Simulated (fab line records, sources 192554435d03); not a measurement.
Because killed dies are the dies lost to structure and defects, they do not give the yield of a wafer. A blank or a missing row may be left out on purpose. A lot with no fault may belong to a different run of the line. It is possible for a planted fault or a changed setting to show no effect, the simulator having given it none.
fab line records	flow n5-finfet
record: lots: 9	wafers: 27	last-day: 18
route steps=1938 shown FIN_SAQP@96 BEOL_M4@1111
lots untouched by any fault: they come from a run of this same line in which no faults occurred
start-h: the number of hours between the record's first day and the start of the first shown wafer of the lot	wait-h: hours since the lot's step before	" as in the row above	L1.1+2: one row covering several wafers at once	- no value, or no start was given	* or withheld: withheld	< > ~ a bound
route shown NAME@n: NAME is a module with steps in the file, n the number in the route of the first one	usual: mean and standard deviation over wafers with no fault	same: alike in all rows	chamber/n: place in a boat	sites: each site's reading	_std_site: the values' standard deviation	_edge_site: mean of outer sites minus mean of inner sites	radius-mm: how far each site lies from the wafer's centre	mask NAME#n: copy n	behind: the tool/chamber that last shaped the wafer	hold: what put the lot on hold/how long, in hours/how the hold closed	device: the n, p or np transistor that did not switch	end of line: tests run on the same wafers once the route is complete	for a step that has no rows: nothing shown but its recipe	killed: the dies lost at the first sort to structure and to defects; this is not the yield of the wafer	map: per-die view of a wafer (x killed, . not killed, _ where there is no die)
set.NAME: the setting as run; set.NAME@STEP: as run at that earlier step	model.NAME: the simulator's own value behind a step, which no gauge read
route steps across a sampled set of lots; one table per step, one row per wafer
services: when a tool's chamber went out of use (start-h, in hours from the record's first day, below 0 if earlier), for how many hours, and the reason
== steps ==
step: N5_FIN_SAQP_HM_DEP_03
recipe: material: SiNx	target-thk-a: 380	temp-c: 400	precursor: SiH4/NH3/N2	pressure-torr: 1.5	rf-w: 300	time-s: 33.6
usual: chamber-pressure-Torr: 1.500/0.0031	heater-power-w: 736/63	showerhead-plenum-p-Torr: 5.17/0.084	throttle-valve-pct: 39.9/2
lot.wafer	tool	chamber	start-h	wait-h	chamber-pressure-Torr	heater-power-w	showerhead-plenum-p-Torr	throttle-valve-pct
L708.2	pecvd-01	2	20.54	0.2	1.499	777	5.22	43.6
L708.5	"	2	"	"	1.500	793	5.23	43.6
L708.6	"	1	"	"	1.503	832	5.14	41.5
L710.1	pecvd-01	0	32.98	0.2	1.500	819	5.11	38.7
L710.3	"	2	"	"	1.500	743	5.23	43.6
L710.5	"	0	"	"	1.498	808	5.11	38.8
L714.3	pecvd-03	1	57.12	0.1	1.497	784	5.17	41.0
L714.4	"	0	"	"	1.505	642	5.34	37.7
L714.6	"	1	"	"	1.500	763	5.16	41.5
L715.3	pecvd-02	0	63.73	0.1	1.495	561	5.14	38.5
L715.4	"	1	"	"	1.501	705	5.01	39.7
L715.5	"	2	"	"	1.502	765	5.17	37.4
L716.2	pecvd-01	2	69.09	0.2	1.498	684	5.23	43.8
L716.3	"	0	"	"	1.495	763	5.13	38.7
L716.6	"	0	"	"	1.501	773	5.11	38.5
L728.1	pecvd-01	1	140.88	0.2	1.502	809	5.15	41.5
L728.4	"	1	"	"	1.502	810	5.15	41.5
L728.5	"	2	"	"	1.497	801	5.23	43.6
L729.1	pecvd-02	1	147.28	0.2	1.498	685	5.01	39.6
L729.3	"	1	"	"	1.497	686	5.01	39.3
L729.4	"	0	"	"	1.502	637	5.13	38.6
L730.3	pecvd-02	0	152.58	0.1	1.502	586	5.13	38.6
L730.4	"	1	"	"	1.496	631	4.99	39.5
L730.6	"	2	"	"	1.496	765	5.15	37.4
L731.2	pecvd-01	0	158.80	0.2	1.493	820	5.11	39.3
L731.3	"	1	"	"	1.502	797	5.14	41.6
L731.5	"	2	"	"	1.501	756	5.24	43.4
step: N5_FIN_SAQP_THK_MEAS_05
usual: thk-nm: 37.7/0.54
lot.wafer	tool	chamber	start-h	wait-h	thk-nm
L708.2	film-metro-02	-	20.62	0.1	38.2
L708.5	"	-	"	"	38.2
L708.6	"	-	"	"	37.9
L710.1	film-metro-01	-	33.07	0.1	37.8
L710.3	"	-	"	"	37.4
L710.5	"	-	"	"	38.3
L714.3	film-metro-01	-	57.21	0.1	37.9
L714.4	"	-	"	"	38.7
L714.6	"	-	"	"	38.4
L715.3	film-metro-02	-	63.82	0.1	37.0
L715.4	"	-	"	"	37.9
L715.5	"	-	"	"	38.2
L716.2	film-metro-01	-	69.18	0.1	38.1
L716.3	"	-	"	"	37.7
L716.6	"	-	"	"	37.6
L728.1	film-metro-02	-	140.97	0.1	36.8
L728.4	"	-	"	"	37.4
L728.5	"	-	"	"	38.4
L729.1	film-metro-02	-	147.39	0.1	37.9
L729.3	"	-	"	"	38.5
L729.4	"	-	"	"	38.4
L730.3	film-metro-01	-	152.67	0.1	38.0
L730.4	"	-	"	"	38.0
L730.6	"	-	"	"	37.9
L731.2	film-metro-02	-	158.88	0.1	38.6
L731.3	"	-	"	"	37.8
L731.5	"	-	"	"	38.6
step: N5_FIN_SAQP_THK_MEAS_07
usual: thk-nm: 59.4/0.72
lot.wafer	tool	chamber	start-h	wait-h	thk-nm
L708.2	film-metro-01	-	20.83	0.1	59.1
L708.5	"	-	"	"	59.6
L708.6	"	-	"	"	59.5
L710.1	film-metro-02	-	33.35	0.1	59.2
L710.3	"	-	"	"	59.3
L710.5	"	-	"	"	59.2
L714.3	film-metro-02	-	57.42	0.1	59.2
L714.4	"	-	"	"	60.8
L714.6	"	-	"	"	60.1
L715.3	film-metro-02	-	64.03	0.1	58.8
L715.4	"	-	"	"	60.2
L715.5	"	-	"	"	60.5
L716.2	film-metro-02	-	69.47	0.1	58.5
L716.3	"	-	"	"	59.4
L716.6	"	-	"	"	59.8
L728.1	film-metro-02	-	141.18	0.1	59.0
L728.4	"	-	"	"	61.3
L728.5	"	-	"	"	60.2
L729.1	film-metro-02	-	147.67	0.1	58.5
L729.3	"	-	"	"	58.6
L729.4	"	-	"	"	59.7
L730.3	film-metro-02	-	152.88	0.1	58.9
L730.4	"	-	"	"	59.4
L730.6	"	-	"	"	59.2
L731.2	film-metro-01	-	159.16	0.1	58.3
L731.3	"	-	"	"	58.8
L731.5	"	-	"	"	59.3
step: N5_FIN_SAQP_COAT_50
recipe: resist: SiARC	temp-c: 220	time-s: 60	spin-rpm: 1500	resist-thk-nm: 35
usual: spin-speed-rpm: 1499.8/0.85
lot.wafer	tool	chamber	start-h	wait-h	spin-speed-rpm
L708.2	litho-track-02	0	20.95	-	1501.3
L708.5	"	0	"	"	1500.8
L708.6	"	0	"	"	1500.2
L710.1	litho-track-05	0	33.46	-	1499.3
L710.3	"	0	"	"	1497.3
L710.5	"	0	"	"	1500.0
L714.3	litho-track-05	0	57.53	-	1499.1
L714.4	"	0	"	"	1499.2
L714.6	"	0	"	"	1499.4
L715.3	litho-track-05	0	64.14	-	1191.4
L715.4	"	0	"	"	1190.1
L715.5	"	0	"	"	1190.5
L716.2	litho-track-05	0	69.59	-	1190.6
L716.3	"	0	"	"	1192.3
L716.6	"	0	"	"	1193.1
L728.1	litho-track-02	0	141.29	-	1499.2
L728.4	"	0	"	"	1498.3
L728.5	"	0	"	"	1500.6
L729.1	litho-track-05	0	147.78	-	1500.5
L729.3	"	0	"	"	1501.5
L729.4	"	0	"	"	1500.3
L730.3	litho-track-04	0	152.99	-	1498.6
L730.4	"	0	"	"	1499.5
L730.6	"	0	"	"	1500.5
L731.2	litho-track-04	0	159.27	-	1498.5
L731.3	"	0	"	"	1500.2
L731.5	"	0	"	"	1499.6
step: N5_FIN_SAQP_ETCH_51
recipe: chemistry: CF4	target: SiARC	target-depth-a: 455	mask-material: CAR-ArF	time-s: 75.8	ion-energy-ev: 80	pressure-mtorr: 40	source-w: 545	bias-w: 36	Ar_flow_sccm: 100	cf4-flow-sccm: 100	ends: cleared
usual: drypump-motor-current-A: 5.5/0.55	etch-rf-on-time-s: 76.5/2	oes-product-au: 0.67/0.077	rf-vpp-V: 184.0/1.1	showerhead-plenum-p-Torr: 2.15/0.064	throttle-valve-pct: 15.49/0.29
lot.wafer	tool	chamber	start-h	wait-h	drypump-motor-current-A	etch-rf-on-time-s	oes-product-au	rf-hours-counter-h	rf-vpp-V	showerhead-plenum-p-Torr	throttle-valve-pct
L708.2	rie-diel-05	2	21.45	0.0	5.6	76.6	0.74	49	185.3	2.18	15.38
L708.5	"	1	"	"	4.8	73.3	0.62	-	183.1	2.13	15.43
L708.6	"	3	"	"	5.4	76.7	0.62	-	183.5	2.13	15.53
L710.1	rie-diel-05	1	33.96	0.0	4.9	75.3	0.60	217	183.9	2.13	15.43
L710.3	"	2	"	"	5.6	76.8	0.72	55	184.9	2.18	15.41
L710.5	"	1	"	"	4.9	74.9	0.60	-	183.7	2.13	15.42
L714.3	rie-diel-06	3	58.03	0.0	6.6	79.8	0.62	173	184.6	2.22	15.82
L714.4	"	0	"	"	5.0	74.4	0.83	14	185.6	2.28	15.19
L714.6	"	0	"	"	5.0	75.0	0.82	-	184.1	2.28	15.19
L715.3	rie-diel-06	3	64.52	0.0	6.6	89.7	0.61	176	184.3	2.22	15.83
L715.4	"	1	"	"	5.1	84.4	0.60	213	183.6	2.12	15.63
L715.5	"	0	"	"	5.0	83.3	0.82	-	184.9	2.28	15.19
L716.2	rie-diel-06	3	70.09	0.0	6.6	87.4	0.62	177	185.3	2.22	15.82
L716.3	"	2	"	"	6.4	82.1	0.62	200	183.8	2.05	16.18
L716.6	"	0	"	"	5.0	82.7	0.83	-	185.2	2.28	15.19
L728.1	rie-diel-05	2	142.25	0.0	5.6	77.8	0.68	93	183.9	2.16	15.49
L728.4	"	0	"	"	5.2	79.4	0.69	-	183.8	2.08	15.25
L728.5	"	3	"	"	5.4	77.2	0.59	-	183.7	2.12	15.62
L729.1	rie-diel-05	0	148.29	0.0	5.3	79.3	0.69	90	184.0	2.08	15.24
L729.3	"	3	"	"	5.4	77.5	0.59	232	184.9	2.12	15.62
L729.4	"	2	"	"	5.6	78.4	0.68	96	184.4	2.16	15.49
L730.3	rie-diel-06	2	153.49	0.0	6.4	74.1	0.61	229	182.8	2.04	16.25
L730.4	"	3	"	"	6.7	79.3	0.60	207	184.8	2.21	15.88
L730.6	"	2	"	"	6.4	74.2	0.60	-	183.0	2.04	16.23
L731.2	rie-diel-05	1	159.78	0.0	4.9	75.7	0.81	6	183.1	2.11	15.01
L731.3	"	2	"	"	5.6	78.6	0.68	100	184.4	2.16	15.50
L731.5	"	1	"	"	4.8	74.8	0.83	-	183.9	2.11	15.01
step: N5_BEOL_M4_RC_MEAS_101
usual: DIBL_N: 36.5/1.4	DIBL_P: 36.6/1.9	IOFF_N: 0.167/0.029	IOFF_P: 0.21/0.033	ION_N: 674/12	ION_P: 460/8.9	SS_N: 71.6/0.57	SS_P: 73.4/0.61	VT_N: 249/3.3	VT_P: -250/3.3
lot.wafer	tool	chamber	start-h	wait-h	DIBL_N[mV/V]	DIBL_P[mV/V]	IOFF_N[nA/um]	IOFF_P[nA/um]	ION_N[uA/um]	ION_P[uA/um]	SS_N[mV/dec]	SS_P[mV/dec]	VT_N[mV]	VT_P[mV]
L708.2	prober-01	0	178.16	0.2	33.5	31.3	0.126	0.18	677	470	70.3	72.9	250	-249
L708.5	"	0	"	"	36.6	35.8	0.180	0.25	694	480	71.8	73.1	245	-247
L708.6	"	0	"	"	33.2	31.9	0.119	0.18	671	460	70.9	72.5	252	-250
L710.1	prober-02	0	178.37	0.0	36.0	36.0	0.160	0.20	664	454	71.5	73.9	250	-252
L710.3	"	0	"	"	34.5	33.9	0.134	0.18	657	450	71.3	73.7	252	-256
L710.5	"	0	"	"	38.5	39.2	0.214	0.26	674	459	72.6	74.7	244	-247
L714.3	prober-01	0	204.07	0.3	37.1	38.5	0.212	0.25	682	468	72.3	73.9	246	-248
L714.4	"	0	"	"	35.5	35.8	0.180	0.21	694	470	72.4	72.8	246	-249
L714.6	"	0	"	"	35.7	36.4	0.170	0.21	678	462	72.6	73.1	248	-249
L716.2	prober-02	0	210.35	0.2	36.2	35.3	0.164	0.18	669	453	72.0	72.7	249	-253
L716.3	"	0	"	"	35.3	35.3	0.157	0.18	678	457	71.5	73.0	248	-253
L716.6	"	0	"	"	37.7	38.0	0.191	0.23	679	467	72.2	74.1	245	-249
L715.3	prober-01	0	210.55	0.3	36.1	36.2	0.176	0.26	697	483	71.6	73.3	245	-244
L715.4	"	0	"	"	34.1	34.4	0.137	0.23	680	475	70.8	73.2	249	-244
L715.5	"	0	"	"	37.8	38.3	0.221	0.30	711	487	72.2	74.0	242	-242
L728.1	prober-02	0	289.57	0.0	36.3	36.5	0.160	0.20	671	456	72.0	74.1	248	-253
L728.4	"	0	"	"	35.6	36.2	0.138	0.20	660	451	71.5	73.5	254	-255
L728.5	"	0	"	"	35.4	35.1	0.140	0.19	673	459	70.9	74.4	252	-253
L729.1	prober-02	0	295.18	0.0	34.0	34.6	0.139	0.20	679	465	71.0	72.8	250	-249
L729.3	"	0	"	"	36.4	37.1	0.179	0.24	669	466	72.0	73.6	247	-243
L729.4	"	0	"	"	36.2	37.3	0.174	0.25	674	467	71.8	73.0	248	-245
L730.3	prober-01	0	304.14	0.3	36.3	35.9	0.147	0.21	659	459	71.3	72.9	253	-249
L730.4	"	0	"	"	38.2	37.1	0.161	0.23	665	457	71.4	73.6	250	-250
L730.6	"	0	"	"	37.6	37.4	0.169	0.24	668	464	72.0	73.7	246	-249
L731.2	prober-01	0	308.71	0.2	35.2	34.8	0.133	0.19	649	452	72.1	72.1	252	-252
L731.3	"	0	"	"	35.4	35.0	0.141	0.20	670	462	71.4	72.8	250	-251
L731.5	"	0	"	"	36.6	36.5	0.165	0.21	663	447	72.4	71.9	249	-251
== services ==
tool	chamber	start-h	hours	kind
rie-diel-06	0	-1.72	-	clean
rie-diel-06	0	-1.72	-	consumable-replace:focus-ring
rie-diel-06	0	-1.72	-	consumable-replace:showerhead
rie-diel-06	0	-1.72	16.8	scheduled-down
rie-diel-06	0	-1.72	16.8	vent-cycle
pecvd-03	-	1.87	5.5	pm
pecvd-01	2	10.16	3.7	repair
pecvd-03	-	17.04	0.4	repair
rie-diel-05	0	20.51	15.5	repair
pecvd-02	2	26.23	-	calibration
pecvd-02	1	45.21	16.1	repair
rie-diel-05	3	54.01	8.8	repair
pecvd-03	-	73.64	0.5	repair
rie-diel-06	0	79.05	8.7	repair
pecvd-03	-	83.36	1.5	repair
litho-track-05	-	88.25	-	consumable-replace:filter
pecvd-03	0	92.08	2.8	repair
pecvd-02	0	120.07	2.1	scheduled-down
rie-diel-05	1	129.72	-	clean
rie-diel-05	1	129.72	-	consumable-replace:focus-ring
rie-diel-05	1	129.72	12.8	scheduled-down
rie-diel-05	1	129.72	12.8	vent-cycle
pecvd-01	-	152.21	1.7	repair
pecvd-03	1	157.84	3.6	repair
== key ==
first-sign: step: N5_FIN_SAQP_COAT_50	reading: spin-speed-rpm	direction: down	sigmas: 99+	usual: *	struck: *
effect: step: N5_FIN_SAQP_ETCH_51	reading: etch-rf-on-time-s	direction: up	sigmas: 4.3	usual: *	struck: *
met-at N5_FIN_SAQP_COAT_50
struck-lots L715,L716
not-acting-at N5_FIN_SAQP_HM_DEP_03,N5_FIN_SAQP_THK_MEAS_05,N5_FIN_SAQP_THK_MEAS_07
onset-between 57.53 64.14
fault: kind: process-parameter-drift	tool: litho-track-05	chamber: -	onset-h: 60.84	steps: N5_FIN_SAQP_COAT_50	channel: spin-rpm	offset: *	shape: step	end-h: 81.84	acts-in: *	stated: *
